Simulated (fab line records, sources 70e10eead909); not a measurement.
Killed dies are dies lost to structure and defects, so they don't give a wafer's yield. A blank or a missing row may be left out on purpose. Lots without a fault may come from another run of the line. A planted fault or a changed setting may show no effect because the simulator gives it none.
fab line records | flow nand_harc
record lots=24 wafers=72 last_day=33
route steps=1302 shown A_WL_FILL@959 A_CONTACT@1004
lots that met no fault: from a run of the same line without faults
start_h: hours from the record's first day to the start of the lot's first wafer shown | wait_h: hours since the lot's step before | " the same as in the row above | L1.1+2: a row that stands for several wafers | - no value, or no start given | * or withheld: withheld | < > ~ a bound
route shown NAME@n: a module of which the file shows steps, and the number in the route of the first | usual: mean/standard deviation of fault-free wafers | same: alike in all rows | chamber/n: place in a boat | sites: the reading at each site | _std_site: their standard deviation | _edge_site: outer sites' mean less inner sites' | radius_mm: how far each site lies from the wafer's centre | mask NAME#n: copy n | behind: the tool/chamber that last shaped the wafer | hold: why the lot was held/for how many hours/how that ended | device: the transistor (n, p or np) that didn't switch | end of line: the same wafers' tests at the end of the route | a step without rows: its recipe alone | killed: dies lost to structure and defects at the first sort, not the wafer's yield | map: a wafer's dies, x killed, . not, _ none there
set.NAME: the setting as run; set.NAME@STEP: as run at that earlier step | model.NAME: the simulator's own value behind a step, which no gauge read
steps of the route over a sample of lots; a table a step, a row a wafer
services: from which hour (start_h, from the record's first day; less than 0 if before it) a tool's chamber was out of use, for how many hours, and why
## steps
# step NHARC_A_WL_FILL_STRIP_27
# recipe power_w=1500 temp_c=250 time_s=20 chemistry=N2/H2
# usual drypump_motor_current_A=5.5/0.44 heater_power_w=356/21
# columns lot.wafer tool chamber start_h wait_h drypump_motor_current_A heater_power_w rf_hours_counter_h
L075.1 plasma_asher-02 0 466.70 0.2 5.8 393 8
L075.2 " 1 " " 5.9 327 8
L075.5 " 1 " " 5.9 335 -
L074.1 plasma_asher-01 0 477.63 0.2 5.2 370 26
L074.4 " 0 " " 5.2 384 -
L074.6 " 1 " " 4.8 353 -
L077.2 plasma_asher-01 1 485.38 0.2 4.8 356 28
L077.3 " 0 " " 5.2 377 -
L077.6 " 1 " " 4.8 358 -
L076.2 plasma_asher-02 1 485.73 0.2 5.9 324 11
L076.6 " 0 " " 5.8 389 -
L076.5 " 1 " " 5.9 335 -
L079.2 plasma_asher-01 0 501.97 0.1 5.2 372 31
L079.1 " 1 " " 4.8 356 31
L079.6 " 1 " " 4.8 349 -
L078.1 plasma_asher-02 1 515.41 0.1 5.9 329 17
L078.3 " 0 " " 5.8 394 -
L078.6 " 0 " " 5.8 395 -
L081.2 plasma_asher-02 1 529.87 0.1 5.9 331 22
L081.3 " 0 " " 5.9 393 -
L081.4 " 1 " " 5.9 338 -
L080.2 plasma_asher-02 1 530.12 0.1 5.9 334 22
L080.3 " 1 " " 5.9 329 -
L080.4 " 0 " " 5.9 383 -
L082.3 plasma_asher-01 1 545.20 0.1 4.8 348 -
L082.6 " 1 " " 4.8 345 -
L082.5 " 0 " " 5.2 364 -
L083.2 plasma_asher-02 1 558.02 0.1 5.9 334 27
L083.1 " 0 " " 5.9 379 27
L083.4 " 0 " " 5.9 394 -
L084.1 plasma_asher-02 0 569.15 0.1 5.9 399 30
L084.3 " 0 " " 5.8 388 -
L084.5 " 0 " " 5.8 389 -
L086.1 plasma_asher-01 0 573.22 0.1 5.2 370 9
L086.2 " 1 " " 4.8 346 9
L086.6 " 0 " " 5.2 353 -
L085.1 plasma_asher-02 1 576.49 0.1 5.9 341 32
L085.2 " 0 " " 5.8 397 32
L085.3 " 0 " " 5.9 389 -
L089.2 plasma_asher-02 1 600.04 0.1 5.9 346 37
L089.4 " 1 " " 5.9 333 -
L089.3 " 0 " " 5.8 396 -
L088.4 plasma_asher-01 0 600.07 0.1 5.2 374 -
L088.3 " 1 " " 4.8 350 -
L088.6 " 1 " " 4.8 345 -
L087.1 plasma_asher-02 0 617.95 0.1 5.8 349 1
L087.2 " 1 " " 5.9 325 1
L087.6 " 0 " " 5.8 358 -
L090.2 plasma_asher-01 0 630.24 0.1 5.2 361 20
L090.6 " 1 " " 4.8 345 -
L090.5 " 0 " " 5.2 355 -
L091.2 plasma_asher-01 1 645.66 0.1 4.8 345 22
L091.4 " 0 " " 5.2 363 -
L091.5 " 0 " " 5.2 360 -
L092.4 plasma_asher-01 1 660.03 0.2 4.8 349 -
L092.5 " 0 " " 5.2 361 -
L092.6 " 1 " " 4.8 344 -
L093.2 plasma_asher-02 1 665.88 0.1 5.9 323 11
L093.4 " 0 " " 5.9 364 -
L093.6 " 0 " " 5.8 355 -
L094.2 plasma_asher-02 1 668.58 0.1 5.9 326 11
L094.4 " 0 " " 5.8 358 -
L094.5 " 0 " " 5.9 360 -
L095.1 plasma_asher-02 0 672.41 0.1 5.9 363 11
L095.2 " 1 " " 5.9 335 11
L095.5 " 0 " " 5.9 353 -
L096.3 plasma_asher-01 1 682.19 0.1 4.8 349 -
L096.6 " 1 " " 4.8 353 -
L096.5 " 0 " " 5.2 361 -
L097.1 plasma_asher-02 0 682.21 0.1 5.9 367 13
L097.2 " 1 " " 5.9 324 13
L097.3 " 0 " " 5.8 363 -
# step NHARC_A_CONTACT_ETCH_51
# recipe target_depth_a=70000 over_etch_frac=0.3 time_s=1820 ion_energy_ev=150 o2_flow_sccm=400 cos_flow_sccm=20 ar_flow_sccm=0 rf_w=500 bias_w=300 chemistry=O2/COS
# usual drypump_motor_current_A=6.0/0.51 oes_product_au=0.996/0.013 rf_vpp_V=314.6/2 showerhead_plenum_p_Torr=3.16/0.13 throttle_valve_pct=28.330/0.0091
# same over_etch_frac=0.3
# columns lot.wafer tool chamber start_h wait_h drypump_motor_current_A oes_product_au rf_hours_counter_h rf_vpp_V showerhead_plenum_p_Torr throttle_valve_pct
L075.1 rie_diel-13 1 - - 6.4 1.014 42 316.1 3.21 28.326
L075.2 " 2 " " 5.4 0.995 45 315.9 3.22 28.332
L075.5 " 2 " " 5.4 0.990 - 316.7 3.21 28.336
L074.1 rie_diel-02 3 - - 6.6 0.967 17 310.9 2.93 28.327
L074.6 " 0 " " 6.1 0.988 - 317.3 3.28 28.325
L074.4 " 3 " " 6.7 0.969 - 311.9 2.93 28.328
L077.2 rie_diel-02 0 - - 6.1 0.994 18 316.3 3.28 28.326
L077.3 " 2 " " 6.4 1.001 19 314.1 3.11 28.338
L077.6 " 2 " " 6.5 1.003 - 314.5 3.11 28.343
L076.2 rie_diel-13 3 - - 5.9 0.986 49 318.1 3.35 28.355
L076.6 " 3 " " 5.9 0.992 - 316.5 3.35 28.333
L076.5 " 0 " " 6.0 1.010 - 316.7 3.21 28.325
L079.2 rie_diel-09 2 - - 5.1 0.983 6 317.1 3.37 28.316
L079.1 " 0 " " 5.7 0.966 8 317.0 3.31 28.330
L079.6 " 2 " " 5.1 0.988 - 317.4 3.37 28.323
L078.1 rie_diel-09 2 - - 5.1 0.981 13 317.8 3.37 28.328
L078.3 " 0 " " 5.7 0.971 16 316.7 3.31 28.340
L078.6 " 2 " " 5.1 0.979 - 317.3 3.37 28.343
L080.4 rie_diel-02 1 - - 6.6 0.985 18 314.1 3.08 28.346
L080.2 " 3 " " 6.6 0.992 25 310.6 2.92 28.339
L080.3 " 0 " " 6.2 0.983 24 316.4 3.28 28.320
L081.3 rie_diel-02 1 - - 6.6 0.997 19 313.7 3.08 28.334
L081.2 " 2 " " 6.4 1.001 27 313.7 3.10 28.326
L081.4 " 3 " " 6.6 0.997 26 311.0 2.92 28.347
L082.3 rie_diel-02 1 - - 6.6 0.993 22 312.8 3.08 28.338
L082.5 " 2 " " 6.5 0.990 - 311.7 3.10 28.318
L082.6 " 3 " " 6.6 0.981 - 310.3 2.92 28.326
L083.2 rie_diel-13 1 - - 6.4 1.018 18 313.1 3.20 28.338
L083.1 " 2 " " 5.4 1.011 18 315.2 3.20 28.326
L083.4 " 3 " " 5.9 1.008 18 316.8 3.34 28.329
L084.1 rie_diel-13 1 - - 6.5 1.006 22 313.8 3.19 28.311
L084.3 " 2 " " 5.4 0.984 21 315.5 3.20 28.323
L084.5 " 1 " " 6.5 1.000 - 315.8 3.19 28.330
L086.1 rie_diel-13 3 - - 5.9 1.007 22 317.2 3.33 28.342
L086.2 " 0 " " 6.0 1.029 17 316.0 3.20 28.312
L086.6 " 1 " " 6.4 1.010 - 314.1 3.19 28.344
L085.3 rie_diel-09 0 - - 5.7 0.984 39 316.9 3.30 28.323
L085.2 " 1 " " 6.1 1.009 36 314.6 3.06 28.331
L085.1 " 2 " " 5.1 0.996 32 317.7 3.36 28.333
L088.4 rie_diel-09 2 - - 5.1 0.994 37 316.3 3.35 28.316
L088.3 " 3 " " 5.2 0.990 35 312.8 3.04 28.342
L088.6 " 1 " " 6.1 0.998 - 313.1 3.06 28.328
L089.3 rie_diel-02 2 - - 6.4 1.006 6 315.3 3.10 28.332
L089.4 " 3 " " 6.6 0.986 4 311.9 2.92 28.341
L089.2 " 0 " " 6.2 0.981 6 315.7 3.27 28.336
L087.1 rie_diel-09 1 - - 6.1 1.005 48 313.3 3.06 28.330
L087.2 " 2 " " 5.1 0.989 42 318.7 3.35 28.336
L087.6 " 1 " " 6.1 1.001 - 314.2 3.06 28.329
L090.2 rie_diel-02 2 - - 6.4 1.001 12 314.0 3.09 28.322
L090.5 " 0 " " 6.2 0.989 - 315.9 3.27 28.334
L090.6 " 1 " " 6.6 1.009 - 314.4 3.08 28.313
L091.2 rie_diel-02 1 - - 6.6 0.992 16 313.6 3.07 28.332
L091.4 " 2 " " 6.4 1.003 15 314.7 3.09 28.327
L091.5 " 0 " " 6.2 0.983 - 315.8 3.27 28.311
L092.4 rie_diel-02 0 - - 6.2 0.990 16 315.4 3.27 28.350
L092.6 " 1 " " 6.6 0.990 - 314.7 3.07 28.331
L092.5 " 2 " " 6.5 0.997 - 313.3 3.09 28.318
L093.4 rie_diel-09 3 - - 5.2 0.990 2 313.6 3.03 28.332
L093.2 " 1 " " 6.1 0.995 2 313.0 3.05 28.337
L093.6 " 0 " " 5.7 0.983 - 315.3 3.28 28.316
L094.4 rie_diel-09 0 - - 5.7 0.999 3 315.5 3.28 28.346
L094.2 " 1 " " 6.1 0.995 3 312.0 3.05 28.334
L094.5 " 0 " " 5.7 0.992 - 315.0 3.28 28.342
L095.2 rie_diel-09 1 - - 6.1 1.004 6 313.1 3.05 28.320
L095.1 " 3 " " 5.2 1.003 6 312.8 3.03 28.325
L095.5 " 0 " " 5.7 0.999 - 314.1 3.28 28.326
L097.2 rie_diel-09 1 - - 6.1 0.997 9 313.4 3.05 28.338
L097.3 " 2 " " 5.1 0.981 8 314.8 3.34 28.341
L097.1 " 3 " " 5.1 1.003 8 312.5 3.03 28.335
L096.3 rie_diel-02 1 - - 6.6 0.993 21 314.0 3.07 28.341
L096.6 " 3 " " 6.6 1.003 - 310.9 2.92 28.330
L096.5 " 0 " " 6.2 1.004 - 316.5 3.26 28.340
# step NHARC_A_CONTACT_ETCH_113
# recipe source_w=withheld pressure_mtorr=20 bias_v=3000 time_s=190 target_depth_a=18500 ar_flow_sccm=withheld c4f8_flow_sccm=withheld o2_flow_sccm=withheld chemistry=C4F8/O2/Ar
# columns lot.wafer tool chamber start_h wait_h rf_hours_counter_h
L075.1 har_cap_etch-03 0 495.58 0.1 41
L075.2 " 1 " " 41
L075.5 " 1 " " -
L074.1 har_cap_etch-02 0 505.24 0.1 82
L074.4 " 1 " " -
L074.6 " 0 " " -
L077.2 har_cap_etch-03 1 511.09 0.1 45
L077.3 " 1 " " -
L077.6 " 0 " " -
L076.2 har_cap_etch-02 1 511.65 0.1 84
L076.5 " 0 " " -
L076.6 " 1 " " -
L079.2 har_cap_etch-03 1 528.13 0.1 50
L079.1 " 0 " " 50
L079.6 " 0 " " -
L078.1 har_cap_etch-02 0 542.06 0.1 89
L078.3 " 1 " " -
L078.6 " 1 " " -
L080.2 har_cap_etch-02 1 554.59 0.1 92
L080.4 " 1 " " -
L080.3 " 0 " " -
L081.2 har_cap_etch-01 0 559.49 0.1 6
L081.3 " 1 " " -
L081.4 " 0 " " -
L082.3 har_cap_etch-01 1 569.49 0.1 -
L082.6 " 1 " " -
L082.5 " 0 " " -
L083.1 har_cap_etch-01 1 583.46 0.1 12
L083.2 " 0 " " 12
L083.4 " 0 " " -
L084.1 har_cap_etch-03 1 595.18 0.2 62
L084.3 " 0 " " -
L084.5 " 1 " " -
L086.2 har_cap_etch-01 1 598.90 0.1 16
L086.1 " 0 " " 16
L086.6 " 1 " " -
L085.2 har_cap_etch-01 1 605.22 0.1 18
L085.1 " 0 " " 18
L085.3 " 1 " " -
L088.3 har_cap_etch-01 0 624.76 0.1 -
L088.4 " 1 " " -
L088.6 " 0 " " -
L089.2 har_cap_etch-03 1 624.87 0.1 71
L089.4 " 1 " " -
L089.3 " 0 " " -
L087.1 har_cap_etch-01 1 646.90 0.1 29
L087.2 " 0 " " 29
L087.6 " 0 " " -
L090.2 har_cap_etch-02 1 656.91 0.1 99
L090.5 " 1 " " -
L090.6 " 0 " " -
L091.2 har_cap_etch-02 1 675.78 0.1 101
L091.4 " 0 " " -
L091.5 " 0 " " -
L092.4 har_cap_etch-01 0 687.41 0.1 -
L092.6 " 1 " " -
L092.5 " 0 " " -
L093.2 har_cap_etch-02 1 690.63 0.1 103
L093.4 " 1 " " -
L093.6 " 0 " " -
L094.2 har_cap_etch-03 0 692.19 0.1 81
L094.4 " 0 " " -
L094.5 " 0 " " -
L095.2 har_cap_etch-03 1 698.91 0.1 84
L095.1 " 0 " " 84
L095.5 " 1 " " -
L097.2 har_cap_etch-03 0 706.53 0.1 86
L097.1 " 1 " " 86
L097.3 " 0 " " -
L096.3 har_cap_etch-01 0 707.10 0.1 -
L096.6 " 0 " " -
L096.5 " 1 " " -
# step NHARC_A_CONTACT_ETCH_119
# recipe source_w=withheld pressure_mtorr=20 bias_v=3000 time_s=190 target_depth_a=18500 ar_flow_sccm=withheld c4f8_flow_sccm=withheld o2_flow_sccm=withheld chemistry=C4F8/O2/Ar
# columns lot.wafer tool chamber start_h wait_h rf_hours_counter_h
L075.1 har_cap_etch-03 0 496.61 0.1 42
L075.2 " 1 " " 42
L075.5 " 1 " " -
L074.1 har_cap_etch-02 0 506.26 0.1 83
L074.4 " 1 " " -
L074.6 " 0 " " -
L077.2 har_cap_etch-03 1 512.11 0.1 46
L077.3 " 1 " " -
L077.6 " 0 " " -
L076.2 har_cap_etch-02 1 512.68 0.1 85
L076.5 " 0 " " -
L076.6 " 1 " " -
L079.2 har_cap_etch-03 1 529.15 0.1 51
L079.1 " 0 " " 51
L079.6 " 0 " " -
L078.1 har_cap_etch-02 0 543.08 0.1 90
L078.3 " 1 " " -
L078.6 " 1 " " -
L080.2 har_cap_etch-02 1 555.61 0.1 93
L080.4 " 1 " " -
L080.3 " 0 " " -
L081.2 har_cap_etch-01 0 560.52 0.1 7
L081.3 " 1 " " -
L081.4 " 0 " " -
L082.3 har_cap_etch-01 1 570.51 0.1 -
L082.6 " 1 " " -
L082.5 " 0 " " -
L083.1 har_cap_etch-01 1 584.49 0.1 13
L083.2 " 0 " " 13
L083.4 " 0 " " -
L084.1 har_cap_etch-03 1 596.50 0.1 63
L084.3 " 0 " " -
L084.5 " 1 " " -
L086.2 har_cap_etch-01 1 599.92 0.1 17
L086.1 " 0 " " 17
L086.6 " 1 " " -
L085.2 har_cap_etch-01 1 606.24 0.1 19
L085.1 " 0 " " 19
L085.3 " 1 " " -
L088.3 har_cap_etch-01 0 625.78 0.1 -
L088.4 " 1 " " -
L088.6 " 0 " " -
L089.2 har_cap_etch-03 1 625.89 0.1 72
L089.4 " 1 " " -
L089.3 " 0 " " -
L087.1 har_cap_etch-01 1 647.92 0.1 30
L087.2 " 0 " " 30
L087.6 " 0 " " -
L090.2 har_cap_etch-02 1 657.93 0.1 99
L090.5 " 1 " " -
L090.6 " 0 " " -
L091.2 har_cap_etch-02 1 676.81 0.1 102
L091.4 " 0 " " -
L091.5 " 0 " " -
L092.4 har_cap_etch-01 0 688.43 0.1 -
L092.6 " 1 " " -
L092.5 " 0 " " -
L093.2 har_cap_etch-02 1 691.65 0.1 104
L093.4 " 1 " " -
L093.6 " 0 " " -
L094.2 har_cap_etch-03 0 693.22 0.1 82
L094.4 " 0 " " -
L094.5 " 0 " " -
L095.2 har_cap_etch-03 1 700.22 0.2 85
L095.1 " 0 " " 85
L095.5 " 1 " " -
L097.2 har_cap_etch-03 0 707.56 0.1 87
L097.1 " 1 " " 87
L097.3 " 0 " " -
L096.3 har_cap_etch-01 0 708.13 0.1 -
L096.6 " 0 " " -
L096.5 " 1 " " -
# step NHARC_A_CONTACT_DEP_57
# recipe target_thk_a=53000 temp_c=400 material=aC
# usual throttle_valve_pct=35.000/0.0085
# columns lot.wafer tool chamber start_h wait_h throttle_valve_pct
L075.1 acl_dep-02 0 499.58 - 35.013
L075.2 " 0 " " 35.010
L075.5 " 0 501.74 - 35.009
L074.1 acl_dep-02 0 509.67 - 35.007
L074.4 " 0 511.27 - 35.001
L074.6 " 0 512.34 - 35.009
L077.2 acl_dep-03 0 516.59 - 34.990
L077.3 " 0 " " 35.003
L077.6 " 0 518.73 - 34.993
L076.2 acl_dep-01 0 516.84 - 34.996
L076.5 " 0 518.47 - 35.011
L076.6 " 0 " " 35.004
L079.1 acl_dep-01 0 531.99 - 35.001
L079.2 " 0 " " 34.999
L079.6 " 0 534.70 - 34.996
L078.1 acl_dep-02 0 545.88 - 35.001
L078.3 " 0 546.96 - 34.994
L078.6 " 0 548.56 - 35.003
L081.2 acl_dep-03 0 565.08 - 35.005
L081.3 " 0 " " 34.995
L081.4 " 0 " " 34.993
L082.3 acl_dep-01 0 574.44 - 35.006
L082.5 " 0 575.52 - 35.001
L082.6 " 0 " " 34.981
L083.1 acl_dep-01 0 587.40 - 34.988
L083.2 " 0 " " 34.998
L083.4 " 0 589.04 - 35.006
L084.1 acl_dep-03 0 600.94 - 35.003
L084.3 " 0 602.02 - 34.999
L084.5 " 0 603.09 - 35.000
L086.1 acl_dep-02 0 603.80 - 34.993
L086.2 " 0 " " 35.007
L086.6 " 0 606.43 - 35.007
L085.1 acl_dep-03 0 609.79 - 35.004
L085.2 " 0 " " 35.005
L085.3 " 0 " " 34.992
L080.2 acl_dep-01 0 629.41 - 34.997
L080.3 " 0 " " 35.012
L080.4 " 0 " " 34.980
L088.3 acl_dep-03 0 631.21 - 35.015
L088.4 " 0 " " 35.007
L088.6 " 0 632.79 - 34.984
L089.2 acl_dep-02 0 631.72 - 34.993
L089.3 " 0 " " 34.989
L089.4 " 0 " " 34.999
L087.1 acl_dep-01 0 650.75 - 35.005
L087.2 " 0 " " 34.987
L087.6 " 0 653.45 - 34.994
L090.2 acl_dep-02 0 661.32 - 34.999
L090.5 " 0 662.94 - 34.997
L090.6 " 0 " " 34.995
L091.2 acl_dep-02 0 680.18 - 34.996
L091.4 " 0 681.24 - 34.996
L091.5 " 0 " " 35.013
L092.4 acl_dep-02 0 692.84 - 34.991
L092.5 " 0 " " 34.998
L092.6 " 0 " " 34.991
L093.2 acl_dep-02 0 695.60 - 34.991
L093.4 " 0 696.67 - 34.995
L093.6 " 0 697.74 - 34.995
L094.2 acl_dep-01 0 696.92 - 35.002
L094.4 " 0 697.98 - 35.002
L094.5 " 0 " " 35.002
L095.1 acl_dep-02 0 705.54 - 34.984
L095.2 " 0 " " 34.997
L095.5 " 0 707.67 - 34.998
L097.1 acl_dep-03 0 711.26 - 35.008
L097.2 " 0 " " 35.000
L097.3 " 0 " " 35.000
L096.3 acl_dep-01 0 712.55 - 34.999
L096.5 " 0 713.63 - 34.995
L096.6 " 0 " " 35.012
# step NHARC_A_CONTACT_DEP_58
# recipe target_thk_a=900 target_thk_nm=90 temp_c=400 pressure_torr=3.5 flow_sccm=200 rf_w=350 material=SiON
# usual heater_power_w=776/75
# columns lot.wafer tool chamber start_h wait_h heater_power_w since_wet_clean_h
L075.2 pecvd-03 1 502.87 2.2 716 124
L075.1 " 2 " " 789 124
L075.5 " 0 " " 679 -
L074.1 pecvd-03 2 513.00 2.8 874 134
L074.4 " 1 " " 802 -
L074.6 " 2 " " 850 -
L077.3 pecvd-04 0 519.29 1.6 862 56
L077.2 " 1 " " 607 56
L077.6 " 0 " " 856 -
L076.2 pecvd-04 2 519.63 2.2 783 56
L076.5 " 0 " " 878 -
L076.6 " 2 " " 814 -
L079.1 pecvd-03 2 535.26 2.7 853 156
L079.2 " 1 " " 808 156
L079.6 " 1 " " 804 -
L078.3 pecvd-01 1 549.15 1.7 763 165
L078.1 " 2 " " 678 166
L078.6 " 1 " " 778 -
L081.3 pecvd-04 0 567.79 1.6 883 104
L081.2 " 2 " " 846 104
L081.4 " 1 " " 719 -
L082.3 pecvd-03 0 576.63 1.7 706 16
L082.5 " 0 " " 723 -
L082.6 " 2 " " 800 -
L083.2 pecvd-04 0 590.70 2.2 851 127
L083.1 " 2 " " 808 127
L083.4 " 2 " " 806 -
L084.1 pecvd-01 2 604.19 2.7 715 40
L084.3 " 2 " " 741 -
L084.5 " 2 " " 719 -
L086.2 pecvd-03 1 606.97 2.1 826 47
L086.1 " 0 " " 789 47
L086.6 " 1 " " 674 -
L085.2 pecvd-04 2 613.07 2.2 777 150
L085.3 " 0 " " 822 150
L085.1 " 1 " " 660 150
L080.2 pecvd-03 0 632.12 2.2 738 72
L080.3 " 1 " " 763 72
L080.4 " 2 " " 748 -
L088.3 pecvd-03 0 633.40 1.7 739 73
L088.4 " 1 " " 714 -
L088.6 " 0 " " 728 -
L089.3 pecvd-03 2 634.47 1.7 863 74
L089.2 " 0 " " 696 74
L089.4 " 1 " " 802 -
L087.1 pecvd-03 0 654.01 2.7 643 94
L087.2 " 2 " " 871 94
L087.6 " 0 " " 649 -
L090.2 pecvd-03 1 664.03 2.2 819 104
L090.6 " 1 " " 829 -
L090.5 " 2 " " 728 -
L091.2 pecvd-03 0 683.05 2.3 624 123
L091.4 " 0 " " 635 -
L091.5 " 0 " " 631 -
L092.5 pecvd-04 1 694.54 0.6 654 -
L092.6 " 2 " " 792 -
L092.4 " 0 " " 839 -
L093.2 pecvd-01 2 698.30 2.2 771 134
L093.6 " 0 " " 826 -
L093.4 " 1 " " 809 -
L094.2 pecvd-04 1 699.65 2.2 683 55
L094.5 " 0 " " 783 -
L094.4 " 1 " " 694 -
L095.1 pecvd-04 2 708.78 2.7 799 64
L095.2 " 0 " " 820 64
L095.5 " 0 " " 830 -
L097.2 pecvd-03 0 714.50 2.2 720 154
L097.3 " 1 " " 806 154
L097.1 " 2 " " 830 154
L096.3 pecvd-03 1 714.73 1.6 800 155
L096.5 " 2 " " 884 -
L096.6 " 0 " " 747 -
## services
# columns tool chamber start_h hours kind
pecvd-04 - 450.41 13.0 pm
plasma_asher-02 - 465.69 0.9 repair
rie_diel-02 1 493.79 33.7 repair
har_cap_etch-01 - 497.00 17.0 pm
rie_diel-09 - 497.48 9.0 pm
pecvd-04 0 506.88 3.0 repair
rie_diel-09 - 507.54 1.2 repair
rie_diel-02 0 513.70 3.2 repair
rie_diel-09 1 514.45 2.4 repair
plasma_asher-01 - 519.14 9.0 pm
pecvd-03 - 547.24 13.0 pm
acl_dep-01 - 556.34 13.0 pm
rie_diel-02 - 571.04 9.0 pm
plasma_asher-02 - 603.30 9.0 pm
rie_diel-02 3 603.32 5.1 repair
acl_dep-02 - 606.95 13.0 pm
pecvd-04 - 631.70 13.0 pm
rie_diel-09 0 651.53 2.5 repair
rie_diel-09 0 658.66 1.4 repair
rie_diel-09 - 674.51 9.0 pm
pecvd-03 1 680.71 5.1 repair
pecvd-03 - 690.78 0.8 repair
har_cap_etch-01 - 691.24 1.0 repair
plasma_asher-01 - 696.39 9.0 pm
## key
fault none
